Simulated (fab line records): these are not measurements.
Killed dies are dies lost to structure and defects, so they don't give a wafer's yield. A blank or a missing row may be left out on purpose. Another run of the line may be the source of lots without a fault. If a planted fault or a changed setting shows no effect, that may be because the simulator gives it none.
Which tool is to blame? | flow n5 finfet | 24 lots with 72 wafers sampled at 4 steps, on a route of 1938 steps

== WHAT THE GAUGES SHOWED, per wafer ==
N5_BEOL_M12_CD_MEAS_28: the cd target is 160.2 nm.
lot  | measured     | on        | cd nm (nm)
L075 | day 10 08:06 | cd sem-01 | 157.2 161.5 158.4
L074 | day 10 08:29 | cd sem-01 | 162.6 159.9 157.9
L076 | day 11 00:44 | cd sem-03 | 161.5 161.6 161.2
L077 | day 11 07:31 | cd sem-01 | 157.0 160.3 161.8
L078 | day 11 13:13 | cd sem-01 | 161.8 160.2 158.5
L080 | day 11 22:04 | cd sem-01 | 161.6 160.3 159.8
L079 | day 11 20:09 | cd sem-03 | 163.6 163.3 160.9
L082 | day 12 02:11 | cd sem-01 | 161.6 158.4 161.0
L081 | day 12 02:53 | cd sem-02 | 159.4 158.8 161.6
L083 | day 12 18:54 | cd sem-03 | 160.9 160.3 161.3
L084 | day 13 03:24 | cd sem-01 | 160.9 158.0 161.7
L086 | day 13 04:40 | cd sem-02 | 157.6 162.7 161.8
L085 | day 13 08:39 | cd sem-02 | 162.5 163.0 160.2
L087 | day 13 15:44 | cd sem-01 | 159.2 160.4 158.0
L088 | day 14 07:37 | cd sem-03 | 159.8 157.3 159.8
L090 | day 14 10:08 | cd sem-02 | 161.7 159.8 160.4
L089 | day 14 11:49 | cd sem-02 | 161.9 162.4 161.0
L091 | day 14 23:41 | cd sem-02 | 157.9 159.7 156.8
L092 | day 15 02:08 | cd sem-03 | 162.3 160.9 162.2
L093 | day 15 05:31 | cd sem-03 | 163.4 162.8 159.1
L094 | day 15 11:35 | cd sem-03 | 160.3 161.2 159.5
L095 | day 15 17:15 | cd sem-03 | 156.9 161.3 159.9
L096 | day 15 22:32 | cd sem-02 | 161.2 160.8 157.7
L097 | day 16 07:38 | cd sem-02 | 159.3 161.1 158.9

== WHAT TOOL EACH LOT RAN ON (gives the tool, then ch and the chambers of the sampled wafers, and finally the start) ==
lot  | N5_BEOL_M10_SURFACE_TREAT_76 | N5_BEOL_M11_PRE_CLEAN_45     | N5_BEOL_M11_DEP_56
L075 | pvd sputter-02, day 9 21:11  | pvd sputter-02, day 10 04:48 | pecvd-02 ch 0,1, day 10 06:19
L074 | pvd sputter-01, day 9 21:19  | pvd sputter-03, day 10 05:04 | pecvd-01 ch 0,1, day 10 06:41
L076 | pvd sputter-03, day 10 12:22 | pvd sputter-02, day 10 20:49 | pecvd-02 ch 1,2, day 10 22:53
L077 | pvd sputter-03, day 10 20:43 | pvd sputter-02, day 11 03:11 | pecvd-04 ch 0,1, day 11 05:56
L078 | pvd sputter-03, day 11 01:01 | pvd sputter-01, day 11 09:37 | pecvd-02 ch 0,1,2, day 11 11:32
L080 | pvd sputter-03, day 11 09:53 | pvd sputter-03, day 11 17:31 | pecvd-01 ch 1,2, day 11 20:17
L079 | pvd sputter-03, day 11 10:15 | pvd sputter-02, day 11 17:00 | pecvd-02 ch 0,1,2, day 11 18:34
L082 | pvd sputter-03, day 11 16:19 | pvd sputter-02, day 11 20:59 | pecvd-04 ch 0,1,2, day 12 00:28
L081 | pvd sputter-02, day 11 17:28 | pvd sputter-01, day 11 23:43 | pecvd-01 ch 0,2, day 12 01:12
L083 | pvd sputter-03, day 12 08:59 | pvd sputter-03, day 12 15:26 | pecvd-01 ch 0,2, day 12 17:16
L084 | pvd sputter-03, day 12 16:04 | pvd sputter-01, day 13 00:09 | pecvd-02 ch 0,1,2, day 13 01:48
L086 | pvd sputter-03, day 12 18:04 | pvd sputter-03, day 13 00:51 | pecvd-04 ch 0,2, day 13 02:45
L085 | pvd sputter-03, day 12 21:50 | pvd sputter-02, day 13 04:53 | pecvd-04 ch 0,1,2, day 13 06:54
L087 | pvd sputter-02, day 13 04:48 | pvd sputter-02, day 13 12:28 | pecvd-02 ch 0,2, day 13 14:01
L088 | pvd sputter-03, day 13 19:49 | pvd sputter-01, day 14 04:07 | pecvd-04 ch 0,1, day 14 05:43
L090 | pvd sputter-03, day 13 22:17 | pvd sputter-02, day 14 05:59 | pecvd-02 ch 0,2, day 14 08:38
L089 | pvd sputter-02, day 14 00:15 | pvd sputter-02, day 14 08:37 | pecvd-01 ch 0,1, day 14 10:21
L091 | pvd sputter-02, day 14 14:17 | pvd sputter-01, day 14 19:02 | pecvd-04 ch 0,1,2, day 14 22:05
L092 | pvd sputter-02, day 14 16:01 | pvd sputter-01, day 14 22:02 | pecvd-02 ch 0,2, day 15 00:13
L093 | pvd sputter-03, day 14 18:28 | pvd sputter-03, day 15 01:49 | pecvd-04 ch 0,1,2, day 15 03:24
L094 | pvd sputter-01, day 14 22:05 | pvd sputter-03, day 15 06:59 | pecvd-04 ch 0,1,2, day 15 09:47
L095 | pvd sputter-01, day 15 06:33 | pvd sputter-01, day 15 13:53 | pecvd-02 ch 1,2, day 15 15:38
L096 | pvd sputter-01, day 15 13:16 | pvd sputter-02, day 15 19:24 | pecvd-04 ch 1,2, day 15 20:56
L097 | pvd sputter-03, day 15 14:27 | pvd sputter-02, day 16 03:58 | pecvd-01 ch 1,2, day 16 06:03
- N5_BEOL_M10_SURFACE_TREAT_76
- N5_BEOL_M11_PRE_CLEAN_45: time 30 s.
- N5_BEOL_M11_DEP_56: deposits SiCN from 3MS/NH3, target thk 30 nm, time 10.5 s.

== AS READ BY THE TOOLS THEMSELVES (means over the sampled wafers that have a number; for cases with no such wafer, the mark the record gives instead) ==
N5_BEOL_M11_PRE_CLEAN_45.
lot  | tool           | heater power w (W)
L075 | pvd sputter-02 | 298
L074 | pvd sputter-03 | 319
L076 | pvd sputter-02 | 298
L077 | pvd sputter-02 | 300
L078 | pvd sputter-01 | 322
L080 | pvd sputter-03 | 321
L079 | pvd sputter-02 | 288
L082 | pvd sputter-02 | 311
L081 | pvd sputter-01 | 329
L083 | pvd sputter-03 | 347
L084 | pvd sputter-01 | 323
L086 | pvd sputter-03 | 325
L085 | pvd sputter-02 | 288
L087 | pvd sputter-02 | 299
L088 | pvd sputter-01 | 322
L090 | pvd sputter-02 | 299
L089 | pvd sputter-02 | 310
L091 | pvd sputter-01 | 307
L092 | pvd sputter-01 | 326
L093 | pvd sputter-03 | 350
L094 | pvd sputter-03 | 329
L095 | pvd sputter-01 | 315
L096 | pvd sputter-02 | 309
L097 | pvd sputter-02 | 307

N5_BEOL_M11_DEP_56.
lot  | tool     | showerhead plenum p Torr (Torr) | throttle valve pct (%)
L075 | pecvd-02 | 4.155                           | 18.5
L074 | pecvd-01 | 4.143                           | 17.9
L076 | pecvd-02 | 4.150                           | 17.6
L077 | pecvd-04 | 4.150                           | 19.0
L078 | pecvd-02 | 4.154                           | 17.7
L080 | pecvd-01 | 4.156                           | 17.5
L079 | pecvd-02 | 4.150                           | 17.8
L082 | pecvd-04 | 4.144                           | 18.5
L081 | pecvd-01 | 4.149                           | 16.4
L083 | pecvd-01 | 4.149                           | 16.3
L084 | pecvd-02 | 4.147                           | 17.9
L086 | pecvd-04 | 4.150                           | 18.1
L085 | pecvd-04 | 4.149                           | 18.5
L087 | pecvd-02 | 4.147                           | 17.8
L088 | pecvd-04 | 4.144                           | 19.0
L090 | pecvd-02 | 4.136                           | 17.6
L089 | pecvd-01 | 4.139                           | 18.0
L091 | pecvd-04 | 4.153                           | 18.4
L092 | pecvd-02 | 4.141                           | 17.6
L093 | pecvd-04 | 4.144                           | 18.5
L094 | pecvd-04 | 4.147                           | 18.6
L095 | pecvd-02 | 4.147                           | 17.4
L096 | pecvd-04 | 4.161                           | 18.0
L097 | pecvd-01 | 4.157                           | 19.1

== THE ANSWER, worked out from the rows above alone ==
Rule: what is usual is taken from the lots themselves. The widest of any qualifying gaps counts: lots, ordered by their means at a reading, are off when they make up no more than a third of the lots, leave a main group of 4 or more, and stand apart from it by 3 or more times the standard deviation of that group's means. If all means in a main group match to the digits the tables above print for the reading, that group is not used. Also off: a lot with no number at a reading for which 4 or more lots have one. Where the step has rows for the other lots, those lots are counted as sound. The gauges are gone through in route order, then the tools' own readings, and for those a lot's mean is taken as printed above. At the first step where some lot is off, the reading lying furthest off is the one used; lots without a number count as furthest.
No lot is off on any of the readings shown, so nothing can be concluded from this.

== WHAT WAS PUT IN BY THE SIMULATOR ==
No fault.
